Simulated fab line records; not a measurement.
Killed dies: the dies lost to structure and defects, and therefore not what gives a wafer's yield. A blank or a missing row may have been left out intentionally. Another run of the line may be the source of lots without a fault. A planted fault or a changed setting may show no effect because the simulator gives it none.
fab line records    flow nand-harc
record: lots: 24  wafers: 72  last-day: 33
route steps=1302 shown P_M0@263 P_M1@308 P_M2@335 P_BONDPAD@353
lots untouched by any fault: they come from a run of this same line in which no faults occurred
start-h: hours from the record's first day to the start of the lot's first wafer shown    wait-h: hours from the lot's prior step to this one    " identical to the entry in the row above    L1.1+2: several wafers, shown together as one row    - no value, or no start was given    * or withheld: withheld    < > ~ a bound
route shown NAME@n: names a module that has steps shown in the file, with the first one's number in the route    usual: the fault-free wafers' mean and standard deviation    same: alike in all rows    chamber/n: place in a boat    sites: per-site readings    _std_site: their standard deviation    _edge_site: mean of outer sites minus mean of inner sites    radius-mm: how far each site lies from the wafer's centre    mask NAME#n: copy n    behind: the tool/chamber that last shaped the wafer    hold: the reason the lot was held/the length of the hold in hours/how it ended    device: the transistor (n, p or np) that didn't switch    end of line: the tests these same wafers got at the end of their route    step lacking rows: just its recipe    killed: count of dies lost to structure and defects at first sort (not the wafer's yield)    map: shows each die of a wafer: x if killed, . if not, _ if none is there
set.NAME: the run value of the setting; set.NAME@STEP: its run value at that earlier step    model.NAME: the simulator's own value behind a step, which no gauge read
the route's steps for a sample of lots (tables are steps, rows are wafers)
services: a tool's chamber out of use, with start hour (start-h, from the record's first day; less than 0 if before it), hours out, and reason
== steps ==
step: NHARC_P_M0_CD_MEAS_09
recipe: target-cd-nm: 90  landing-energy-ev: 500
usual: cd-nm: 90.1/0.53
lot.wafer  tool       chamber  start-h  wait-h  cd-nm
L074.1     cd-sem-02  0        122.73   -       89.8
L074.3     "          0        "        "       89.4
L074.6     "          0        "        "       89.7
L076.2     cd-sem-03  0        141.79   -       89.8
L076.3     "          0        "        "       89.5
L076.4     "          0        "        "       90.2
L075.3     cd-sem-01  0        142.29   -       89.4
L075.5     "          0        "        "       90.0
L075.6     "          0        "        "       89.7
L077.3     cd-sem-01  0        154.45   -       90.5
L077.4     "          0        "        "       91.1
L077.5     "          0        "        "       90.6
L078.2     cd-sem-02  0        159.72   -       90.2
L078.3     "          0        "        "       90.2
L078.6     "          0        "        "       90.4
L079.1     cd-sem-03  0        175.85   -       90.3
L079.2     "          0        "        "       90.1
L079.6     "          0        "        "       89.7
L080.1     cd-sem-01  0        186.10   -       89.8
L080.4     "          0        "        "       90.1
L080.5     "          0        "        "       90.8
L081.1     cd-sem-03  0        191.18   -       89.8
L081.4     "          0        "        "       89.9
L081.6     "          0        "        "       89.7
L082.2     cd-sem-03  0        203.73   -       90.0
L082.5     "          0        "        "       90.3
L082.6     "          0        "        "       90.4
L083.2     cd-sem-03  0        214.66   -       89.2
L083.4     "          0        "        "       90.1
L083.6     "          0        "        "       89.8
L084.3     cd-sem-03  0        229.83   -       90.5
L084.4     "          0        "        "       89.8
L084.5     "          0        "        "       90.2
L085.1     cd-sem-01  0        230.82   -       90.1
L085.4     "          0        "        "       90.0
L085.5     "          0        "        "       89.8
L086.2     cd-sem-03  0        245.69   -       90.9
L086.3     "          0        "        "       91.1
L086.4     "          0        "        "       90.9
L087.2     cd-sem-02  0        251.94   -       90.8
L087.3     "          0        "        "       91.0
L087.4     "          0        "        "       90.3
L088.3     cd-sem-02  0        269.64   -       89.8
L088.4     "          0        "        "       90.1
L088.6     "          0        "        "       89.8
L089.4     cd-sem-02  0        270.63   -       91.3
L089.5     "          0        "        "       90.9
L089.6     "          0        "        "       91.2
L091.2     cd-sem-01  0        287.19   -       90.3
L091.3     "          0        "        "       90.2
L091.5     "          0        "        "       90.0
L090.1     cd-sem-02  0        287.80   -       90.1
L090.4     "          0        "        "       89.7
L090.6     "          0        "        "       90.4
L092.3     cd-sem-01  0        301.37   -       89.6
L092.4     "          0        "        "       89.8
L092.5     "          0        "        "       89.8
L093.1     cd-sem-02  0        308.77   -       90.4
L093.2     "          0        "        "       90.3
L093.3     "          0        "        "       91.7
L094.2     cd-sem-03  0        331.92   -       89.8
L094.3     "          0        "        "       90.4
L094.5     "          0        "        "       89.9
L095.3     cd-sem-01  0        340.56   -       90.0
L095.5     "          0        "        "       90.1
L095.6     "          0        "        "       89.7
L096.2     cd-sem-02  0        345.43   -       90.1
L096.3     "          0        "        "       89.4
L096.6     "          0        "        "       89.8
L097.3     cd-sem-02  0        352.18   -       89.0
L097.5     "          0        "        "       89.8
L097.6     "          0        "        "       89.3
step: NHARC_P_M0_ANNEAL_30
recipe: temp-c: 225  time-s: 90
usual: wafer_temp_C_max: 225.9/0.31
lot.wafer  tool           chamber  start-h  wait-h  wafer_temp_C_max
L074.1     rtp-anneal-01  0        124.68   0.3     225.7
L074.3     "              0        "        "       225.8
L074.6     "              0        "        "       226.0
L076.2     rtp-anneal-01  0        143.69   0.4     225.6
L076.3     "              0        "        "       225.7
L076.4     "              0        "        "       225.7
L075.3     rtp-anneal-01  0        144.25   0.3     225.6
L075.5     "              0        "        "       225.8
L075.6     "              0        "        "       226.0
L077.3     rtp-anneal-01  0        156.38   -       225.6
L077.4     "              0        "        "       225.9
L077.5     "              0        "        "       225.6
L078.2     rtp-anneal-02  0        161.65   0.4     226.3
L078.3     "              0        "        "       226.8
L078.6     "              0        "        "       226.5
L079.1     rtp-anneal-01  0        177.69   0.3     225.7
L079.2     "              0        "        "       225.7
L079.6     "              0        "        "       226.0
L080.1     rtp-anneal-01  0        188.22   0.3     226.0
L080.4     "              0        "        "       225.6
L080.5     "              0        "        "       225.8
L081.1     rtp-anneal-01  0        193.02   0.3     225.9
L081.4     "              0        "        "       226.3
L081.6     "              0        "        "       225.8
L082.2     rtp-anneal-02  0        205.66   -       226.1
L082.5     "              0        "        "       226.0
L082.6     "              0        "        "       226.5
L083.2     rtp-anneal-02  0        216.55   0.3     226.7
L083.4     "              0        "        "       226.0
L083.6     "              0        "        "       226.0
L084.3     rtp-anneal-01  0        231.81   0.3     225.8
L084.4     "              0        "        "       225.6
L084.5     "              0        "        "       225.6
L085.1     rtp-anneal-01  0        232.69   -       225.9
L085.4     "              0        "        "       225.7
L085.5     "              0        "        "       226.0
L086.2     rtp-anneal-02  0        247.67   -       226.3
L086.3     "              0        "        "       225.9
L086.4     "              0        "        "       226.0
L087.2     rtp-anneal-01  0        253.99   -       225.6
L087.3     "              0        "        "       226.0
L087.4     "              0        "        "       225.7
L088.3     rtp-anneal-01  0        271.57   0.3     225.9
L088.4     "              0        "        "       225.3
L088.6     "              0        "        "       225.9
L089.4     rtp-anneal-02  0        272.64   0.3     226.0
L089.5     "              0        "        "       226.4
L089.6     "              0        "        "       225.9
L091.2     rtp-anneal-01  0        289.10   -       225.7
L091.3     "              0        "        "       225.6
L091.5     "              0        "        "       225.6
L090.1     rtp-anneal-01  0        289.64   -       226.0
L090.4     "              0        "        "       225.8
L090.6     "              0        "        "       226.1
L092.3     rtp-anneal-01  0        303.31   0.3     225.9
L092.4     "              0        "        "       225.5
L092.5     "              0        "        "       225.9
L093.1     rtp-anneal-01  0        310.60   -       225.6
L093.2     "              0        "        "       225.9
L093.3     "              0        "        "       225.9
L094.2     rtp-anneal-02  0        333.85   0.3     226.1
L094.3     "              0        "        "       226.0
L094.5     "              0        "        "       226.4
L095.3     rtp-anneal-01  0        343.01   0.3     225.6
L095.5     "              0        "        "       225.6
L095.6     "              0        "        "       226.1
L096.2     rtp-anneal-01  0        347.71   0.7     225.5
L096.3     "              0        "        "       225.9
L096.6     "              0        "        "       225.6
L097.3     rtp-anneal-01  0        354.13   -       225.4
L097.5     "              0        "        "       225.7
L097.6     "              0        "        "       225.6
step: NHARC_P_M0_CMP_23
recipe: t-overpolish-s: 20  target-thk-nm: 117.54
usual: motor-current-A: 12.3/0.95  time-to-endpoint-s: 28.0/2.4
same: t-overpolish-s: 20
lot.wafer  tool    chamber  start-h  wait-h  motor-current-A  time-to-endpoint-s
L074.1     cmp-02  2        125.08   -       12.1             26.8
L074.3     "       3        "        "       10.2             29.2
L074.6     "       0        "        "       12.9             32.5
L076.2     cmp-03  0        143.98   -       12.7             30.3
L076.3     "       1        "        "       13.4             30.5
L076.4     "       2        "        "       12.1             28.4
L075.3     cmp-02  3        144.49   -       10.8             26.3
L075.6     "       3        "        "       10.8             26.9
L075.5     "       0        "        "       13.5             27.9
L077.3     cmp-02  3        156.65   -       10.3             24.2
L077.4     "       1        "        "       11.8             23.7
L077.5     "       3        "        "       10.1             27.1
L078.3     cmp-01  2        161.98   -       11.9             30.8
L078.2     "       0        "        "       11.8             31.3
L078.6     "       2        "        "       12.5             29.9
L079.1     cmp-02  1        178.10   -       12.4             22.1
L079.2     "       2        "        "       11.9             21.7
L079.6     "       3        "        "       11.1             26.1
L080.1     cmp-01  3        188.62   -       11.5             32.7
L080.4     "       0        "        "       12.7             29.1
L080.5     "       2        "        "       12.7             28.2
L081.1     cmp-01  0        193.36   -       12.2             29.1
L081.4     "       1        "        "       12.3             27.6
L081.6     "       0        "        "       12.4             27.3
L082.2     cmp-03  3        206.01   -       11.2             29.7
L082.5     "       1        "        "       13.5             29.3
L082.6     "       2        "        "       12.2             27.1
L083.2     cmp-02  3        216.85   -       10.5             28.2
L083.4     "       0        "        "       12.4             32.7
L083.6     "       3        "        "       9.9              27.6
L084.3     cmp-03  2        232.05   -       12.3             29.0
L084.4     "       3        "        "       11.4             31.6
L084.5     "       3        "        "       10.5             28.5
L085.1     cmp-03  1        233.05   -       13.1             29.3
L085.4     "       3        "        "       11.3             29.6
L085.5     "       1        "        "       13.8             31.8
L086.4     cmp-01  3        247.96   -       12.3             28.8
L086.3     "       1        "        "       11.8             26.7
L086.2     "       2        "        "       11.8             26.7
L087.2     cmp-03  1        254.29   -       14.0             32.7
L087.4     "       2        "        "       11.9             31.7
L087.3     "       0        "        "       13.1             29.9
L088.4     cmp-02  1        271.81   -       12.2             26.6
L088.3     "       0        "        "       13.5             27.5
L088.6     "       2        "        "       11.3             24.9
L089.4     cmp-03  0        272.83   -       13.0             25.4
L089.6     "       0        "        "       13.3             26.3
L089.5     "       1        "        "       14.0             27.8
L091.3     cmp-01  3        289.46   -       11.7             29.5
L091.2     "       0        "        "       12.4             28.8
L091.5     "       1        "        "       11.8             30.2
L090.4     cmp-03  0        290.01   -       13.1             27.5
L090.1     "       2        "        "       12.8             27.5
L090.6     "       0        "        "       13.8             27.8
L092.3     cmp-03  3        303.55   -       11.5             27.7
L092.4     "       1        "        "       13.5             26.9
L092.5     "       3        "        "       11.5             25.2
L093.3     cmp-02  2        310.94   -       11.9             24.6
L093.2     "       3        "        "       10.3             25.1
L093.1     "       1        "        "       13.0             24.4
L094.3     cmp-01  0        334.14   -       13.1             29.1
L094.2     "       1        "        "       11.9             30.7
L094.5     "       1        "        "       11.9             30.9
L095.3     cmp-02  2        343.34   -       12.1             27.6
L095.6     "       3        "        "       10.3             30.6
L095.5     "       0        "        "       13.1             31.0
L096.2     cmp-01  1        348.00   -       12.2             26.2
L096.3     "       0        "        "       12.8             28.4
L096.6     "       1        "        "       12.0             26.7
L097.3     cmp-03  1        354.43   -       13.9             29.5
L097.6     "       3        "        "       11.1             28.7
L097.5     "       0        "        "       13.7             28.4
step: NHARC_P_M1_PVD_21
recipe: target-thk-a: 300  chamber-pressure-pa: 5  power-w: 5000  substrate-temp-c: 30  time-s: 20.49  material: Cu
usual: chamber-pressure-pa: 4.999/0.0097  throttle-valve-pct: 29.7/0.95
lot.wafer  tool            chamber  start-h  wait-h  chamber-pressure-pa  throttle-valve-pct
L074.1     pvd-sputter-03  -        -        -       4.997                29.1
L074.3     "               -        "        "       4.996                29.4
L074.6     "               -        "        "       4.998                29.1
L076.3     pvd-sputter-02  -        -        -       5.001                30.8
L076.4     "               -        "        "       4.993                30.1
L076.2     "               -        "        "       5.016                28.1
L075.3     pvd-sputter-03  -        -        -       4.995                29.3
L075.6     "               -        "        "       4.999                29.3
L075.5     "               -        "        "       5.007                29.4
L077.4     pvd-sputter-02  -        -        -       5.005                30.9
L077.3     "               -        "        "       5.016                30.1
L077.5     "               -        "        "       5.009                31.1
L078.2     pvd-sputter-03  -        -        -       4.990                29.0
L078.3     "               -        "        "       5.002                31.2
L078.6     "               -        "        "       4.987                29.5
L079.1     pvd-sputter-03  -        -        -       4.984                28.8
L079.2     "               -        "        "       5.000                31.5
L079.6     "               -        "        "       5.017                29.6
L080.4     pvd-sputter-01  -        -        -       5.009                28.1
L080.1     "               -        "        "       5.002                30.9
L080.5     "               -        "        "       5.017                30.0
L081.1     pvd-sputter-01  -        -        -       4.981                30.0
L081.4     "               -        "        "       5.020                28.0
L081.6     "               -        "        "       5.007                28.8
L082.2     pvd-sputter-01  -        -        -       4.989                30.7
L082.5     "               -        "        "       4.997                29.2
L082.6     "               -        "        "       4.989                31.1
L083.4     pvd-sputter-02  -        -        -       5.003                30.6
L083.2     "               -        "        "       5.008                30.3
L083.6     "               -        "        "       4.988                28.1
L084.3     pvd-sputter-03  -        -        -       4.993                29.8
L084.4     "               -        "        "       4.995                28.5
L084.5     "               -        "        "       4.996                30.9
L085.4     pvd-sputter-02  -        -        -       4.997                29.7
L085.1     "               -        "        "       5.015                29.9
L085.5     "               -        "        "       5.005                31.1
L086.2     pvd-sputter-01  -        -        -       4.998                29.4
L086.3     "               -        "        "       5.003                30.6
L086.4     "               -        "        "       4.997                28.2
L087.4     pvd-sputter-02  -        -        -       4.992                28.3
L087.2     "               -        "        "       4.981                31.2
L087.3     "               -        "        "       5.006                30.1
L088.3     pvd-sputter-02  -        -        -       5.010                31.0
L088.4     "               -        "        "       4.999                30.5
L088.6     "               -        "        "       5.001                30.9
L089.4     pvd-sputter-03  -        -        -       4.993                29.4
L089.6     "               -        "        "       4.996                28.4
L089.5     "               -        "        "       4.992                29.5
L091.2     pvd-sputter-01  -        -        -       5.000                29.5
L091.3     "               -        "        "       5.013                30.0
L091.5     "               -        "        "       4.991                29.3
L090.4     pvd-sputter-03  -        -        -       4.995                31.2
L090.1     "               -        "        "       5.000                28.3
L090.6     "               -        "        "       4.987                31.2
L092.4     pvd-sputter-01  -        -        -       5.002                30.1
L092.3     "               -        "        "       4.997                29.7
L092.5     "               -        "        "       5.003                30.1
L093.2     pvd-sputter-03  -        -        -       4.994                29.7
L093.3     "               -        "        "       5.012                31.0
L093.1     "               -        "        "       4.995                29.7
L094.3     pvd-sputter-03  -        -        -       5.000                29.6
L094.2     "               -        "        "       4.989                28.7
L094.5     "               -        "        "       4.985                28.3
L095.3     pvd-sputter-01  -        -        -       4.998                30.1
L095.5     "               -        "        "       4.996                30.1
L095.6     "               -        "        "       5.007                28.3
L096.3     pvd-sputter-01  -        -        -       4.989                29.8
L096.2     "               -        "        "       5.001                30.1
L096.6     "               -        "        "       5.007                29.8
L097.3     pvd-sputter-01  -        -        -       4.992                30.1
L097.6     "               -        "        "       5.008                28.4
L097.5     "               -        "        "       4.992                29.9
step: NHARC_P_M2_STRIP_18
recipe: power-w: 1000  n2-flow-sccm: 150  h2-flow-sccm: 150  ar-flow-sccm: 0  bias-w: 0  chemistry: N2/H2
usual: drypump-motor-current-A: 5.5/0.45  oes-product-au: 1.002/0.0085  rf-vpp-V: 90.8/1  showerhead-plenum-p-Torr: 2.08/0.1  throttle-valve-pct: 14.172/0.009
lot.wafer  tool         chamber  start-h  wait-h  drypump-motor-current-A  oes-product-au  rf-hours-counter-h  rf-vpp-V  showerhead-plenum-p-Torr  throttle-valve-pct
L074.3     rie-diel-01  3        131.67   0.1     5.2                      0.998           2.1                 91.3      2.13                      14.160
L074.1     "            0        "        "       4.9                      1.011           5.0                 92.1      2.20                      14.178
L074.6     "            0        "        "       4.9                      1.007           -                   92.9      2.20                      14.184
L076.2     rie-diel-01  3        150.48   0.1     5.2                      1.008           4.1                 91.2      2.13                      14.170
L076.3     "            0        "        "       4.9                      1.015           7.0                 91.4      2.20                      14.181
L076.4     "            0        "        "       4.9                      1.010           -                   90.8      2.20                      14.188
L075.3     rie-diel-01  1        151.43   0.1     5.2                      0.986           5.1                 91.2      2.13                      14.174
L075.5     "            0        "        "       5.0                      0.991           -                   90.8      2.20                      14.179
L075.6     "            1        "        "       5.2                      0.988           -                   92.1      2.13                      14.176
L077.3     rie-diel-03  1        163.18   0.1     6.5                      1.015           1.9                 90.6      1.96                      14.156
L077.4     "            2        "        "       5.6                      1.002           2.5                 89.3      1.92                      14.167
L077.5     "            1        "        "       6.5                      0.994           -                   89.7      1.96                      14.157
L078.3     rie-diel-01  3        168.64   0.1     5.2                      1.006           5.2                 91.3      2.13                      14.182
L078.2     "            0        "        "       5.0                      1.004           8.2                 92.4      2.19                      14.166
L078.6     "            3        "        "       5.1                      1.002           -                   91.9      2.13                      14.172
L079.2     rie-diel-01  1        184.69   0.1     5.3                      1.004           7.1                 91.1      2.13                      14.159
L079.1     "            3        "        "       5.2                      0.995           6.3                 91.1      2.13                      14.182
L079.6     "            1        "        "       5.2                      1.001           -                   91.8      2.13                      14.158
L080.4     rie-diel-01  0        195.17   0.1     4.9                      0.994           9.9                 92.9      2.19                      14.176
L080.1     "            3        "        "       5.1                      1.011           6.9                 91.2      2.13                      14.177
L080.5     "            0        "        "       4.9                      1.008           -                   92.0      2.19                      14.159
L081.4     rie-diel-01  2        200.50   0.1     6.2                      0.993           7.8                 89.6      1.94                      14.159
L081.1     "            0        "        "       4.9                      1.002           10.6                91.3      2.19                      14.169
L081.6     "            1        "        "       5.2                      1.002           -                   90.3      2.13                      14.171
L082.2     rie-diel-05  2        212.55   0.1     5.8                      0.992           4.9                 91.3      2.17                      14.162
L082.6     "            1        "        "       5.4                      1.009           -                   91.6      2.06                      14.157
L082.5     "            2        "        "       5.8                      0.993           -                   92.7      2.17                      14.166
L083.4     rie-diel-01  1        223.32   0.1     5.2                      1.015           0.4                 91.4      2.13                      14.171
L083.2     "            2        "        "       6.2                      1.001           0.4                 90.4      1.94                      14.174
L083.6     "            2        "        "       6.2                      1.010           -                   92.5      1.94                      14.172
L084.4     rie-diel-05  1        238.75   0.1     5.4                      1.011           0.0                 90.2      2.06                      14.182
L084.3     "            0        "        "       5.1                      0.991           0.0                 91.4      2.17                      14.187
L084.5     "            1        "        "       5.4                      1.011           -                   89.8      2.06                      14.173
L085.1     rie-diel-01  3        239.65   0.1     5.2                      0.999           1.0                 91.8      2.13                      14.175
L085.4     "            2        "        "       6.2                      1.002           1.1                 90.1      1.94                      14.174
L085.5     "            3        "        "       5.2                      1.012           -                   91.3      2.13                      14.165
L086.3     rie-diel-01  1        254.70   0.1     5.3                      1.009           1.5                 89.5      2.13                      14.168
L086.2     "            2        "        "       6.2                      1.000           1.5                 90.0      1.94                      14.168
L086.4     "            0        "        "       5.0                      1.013           -                   91.9      2.19                      14.171
L087.4     rie-diel-05  0        260.82   0.1     5.1                      1.015           0.8                 90.9      2.17                      14.162
L087.3     "            1        "        "       5.4                      0.999           1.3                 90.1      2.06                      14.170
L087.2     "            2        "        "       5.8                      1.003           1.4                 90.9      2.17                      14.170
L088.4     rie-diel-05  1        278.26   0.1     5.4                      1.015           2.2                 91.7      2.06                      14.171
L088.3     "            2        "        "       5.8                      0.995           2.1                 90.8      2.17                      14.169
L088.6     "            1        "        "       5.4                      1.006           -                   91.7      2.06                      14.170
L089.4     rie-diel-05  2        279.58   0.1     5.8                      0.985           2.2                 91.4      2.17                      14.186
L089.6     "            3        "        "       6.0                      0.981           -                   90.2      1.89                      14.195
L089.5     "            0        "        "       5.1                      0.993           -                   91.0      2.17                      14.170
L091.2     rie-diel-05  0        296.00   0.1     5.1                      0.999           1.9                 92.1      2.17                      14.174
L091.3     "            1        "        "       5.4                      1.005           2.5                 90.8      2.06                      14.160
L091.5     "            0        "        "       5.1                      0.993           -                   92.1      2.17                      14.168
L090.4     rie-diel-01  1        296.56   0.1     5.2                      1.014           5.0                 94.0      2.13                      14.172
L090.1     "            3        "        "       5.1                      1.005           3.0                 90.8      2.13                      14.177
L090.6     "            1        "        "       5.3                      1.003           -                   90.9      2.13                      14.170
L092.3     rie-diel-05  0        310.18   0.1     5.2                      0.998           3.0                 90.1      2.17                      14.185
L092.4     "            1        "        "       5.4                      1.006           3.1                 88.7      2.06                      14.182
L092.5     "            0        "        "       5.1                      0.996           -                   91.6      2.17                      14.165
L093.3     rie-diel-05  3        317.33   0.1     6.0                      1.004           3.2                 89.1      1.89                      14.176
L093.2     "            0        "        "       5.1                      1.001           3.6                 92.5      2.17                      14.170
L093.1     "            1        "        "       5.4                      1.014           3.7                 89.8      2.06                      14.157
L094.3     rie-diel-01  0        340.79   0.1     4.9                      1.012           5.1                 90.8      2.19                      14.171
L094.2     "            1        "        "       5.2                      0.998           6.2                 90.8      2.13                      14.161
L094.5     "            2        "        "       6.2                      0.994           -                   90.2      1.94                      14.171
L095.3     rie-diel-03  1        350.20   0.1     6.4                      1.005           3.6                 92.5      1.96                      14.159
L095.6     "            2        "        "       5.6                      1.016           -                   89.8      1.92                      14.154
L095.5     "            3        "        "       5.3                      0.994           -                   90.8      1.98                      14.178
L096.3     rie-diel-01  2        354.32   0.1     6.2                      1.002           6.5                 89.8      1.94                      14.164
L096.2     "            0        "        "       5.0                      1.006           5.7                 92.3      2.19                      14.171
L096.6     "            3        "        "       5.2                      1.002           -                   91.1      2.13                      14.174
L097.3     rie-diel-03  2        361.21   0.1     5.6                      1.010           4.0                 89.0      1.92                      14.187
L097.5     "            2        "        "       5.6                      1.008           -                   90.1      1.92                      14.169
L097.6     "            3        "        "       5.3                      0.997           -                   89.7      1.98                      14.184
step: NHARC_P_BONDPAD_THK_MEAS_33
recipe: thk-meas-gauge: ellipsometry
usual: thk-nm: 199.6/1.3
lot.wafer  tool           chamber  start-h  wait-h  thk-nm
L074.1     film-metro-01  -        135.29   0.2     199.1
L074.3     "              -        "        "       198.6
L074.6     "              -        "        "       200.8
L076.2     film-metro-02  -        153.95   0.2     201.0
L076.3     "              -        "        "       200.3
L076.4     "              -        "        "       198.1
L075.3     film-metro-01  -        154.84   0.2     198.1
L075.5     "              -        "        "       200.9
L075.6     "              -        "        "       197.4
L077.3     film-metro-01  -        166.61   0.2     200.1
L077.4     "              -        "        "       201.5
L077.5     "              -        "        "       200.8
L078.2     film-metro-02  -        172.03   0.2     197.8
L078.3     "              -        "        "       199.9
L078.6     "              -        "        "       199.7
L079.1     film-metro-01  -        188.11   0.2     199.9
L079.2     "              -        "        "       199.4
L079.6     "              -        "        "       201.6
L080.1     film-metro-01  -        198.90   0.1     199.1
L080.4     "              -        "        "       199.1
L080.5     "              -        "        "       200.3
L081.1     film-metro-01  -        203.88   0.2     199.2
L081.4     "              -        "        "       200.4
L081.6     "              -        "        "       201.9
L082.2     film-metro-01  -        216.06   0.2     201.3
L082.5     "              -        "        "       198.0
L082.6     "              -        "        "       199.7
L083.2     film-metro-02  -        226.72   0.2     200.8
L083.4     "              -        "        "       199.9
L083.6     "              -        "        "       202.8
L084.3     film-metro-02  -        242.23   0.2     197.9
L084.4     "              -        "        "       197.9
L084.5     "              -        "        "       200.5
L085.1     film-metro-01  -        243.09   0.2     199.1
L085.4     "              -        "        "       199.8
L085.5     "              -        "        "       199.7
L086.2     film-metro-01  -        258.18   0.2     198.8
L086.3     "              -        "        "       201.9
L086.4     "              -        "        "       199.7
L087.2     film-metro-01  -        264.27   0.2     198.8
L087.3     "              -        "        "       199.3
L087.4     "              -        "        "       199.9
L088.3     film-metro-02  -        281.71   0.2     197.9
L088.4     "              -        "        "       200.4
L088.6     "              -        "        "       197.2
L089.4     film-metro-02  -        282.92   0.2     201.1
L089.5     "              -        "        "       200.0
L089.6     "              -        "        "       199.3
L091.2     film-metro-02  -        299.40   0.2     199.1
L091.3     "              -        "        "       199.8
L091.5     "              -        "        "       200.9
L090.1     film-metro-02  -        299.97   0.2     199.9
L090.4     "              -        "        "       200.8
L090.6     "              -        "        "       199.5
L092.3     film-metro-02  -        313.60   0.2     202.0
L092.4     "              -        "        "       198.4
L092.5     "              -        "        "       199.5
L093.1     film-metro-02  -        322.34   0.2     199.5
L093.2     "              -        "        "       198.1
L093.3     "              -        "        "       198.9
L094.2     film-metro-02  -        344.35   0.2     199.5
L094.3     "              -        "        "       201.1
L094.5     "              -        "        "       199.8
L095.3     film-metro-02  -        354.47   0.2     199.1
L095.5     "              -        "        "       200.9
L095.6     "              -        "        "       196.8
L096.2     film-metro-01  -        357.78   0.2     200.9
L096.3     "              -        "        "       202.6
L096.6     "              -        "        "       200.8
L097.3     film-metro-01  -        364.63   0.2     198.9
L097.5     "              -        "        "       200.4
L097.6     "              -        "        "       200.6
== services ==
tool            chamber  start-h  hours  kind
rie-diel-01     1        118.43   3.3    repair
rie-diel-01     2        121.72   41.1   repair
cmp-02          -        134.50   4.0    pm
rie-diel-01     1        146.31   2.8    repair
rie-diel-05     3        151.35   6.1    repair
pvd-sputter-03  -        156.91   4.6    repair
cmp-03          -        162.10   4.0    pm
pvd-sputter-03  -        170.01   10.0   pm
rie-diel-01     1        171.73   9.5    repair
rie-diel-01     2        186.19   5.9    repair
rie-diel-01     0        192.01   2.4    repair
rie-diel-01     -        203.80   9.0    pm
cmp-03          -        218.87   0.4    repair
pvd-sputter-01  -        226.00   10.0   pm
pvd-sputter-03  -        231.56   1.0    repair
rie-diel-01     3        250.10   11.1   repair
cmp-03          -        260.10   4.0    pm
rie-diel-01     3        281.96   4.6    repair
pvd-sputter-03  -        298.60   0.5    repair
cmp-03          -        299.83   0.5    repair
cmp-03          -        309.96   2.1    repair
pvd-sputter-03  -        345.84   1.0    repair
pvd-sputter-03  -        348.01   10.0   pm
cmp-03          -        358.10   4.0    pm
== key ==
fault none
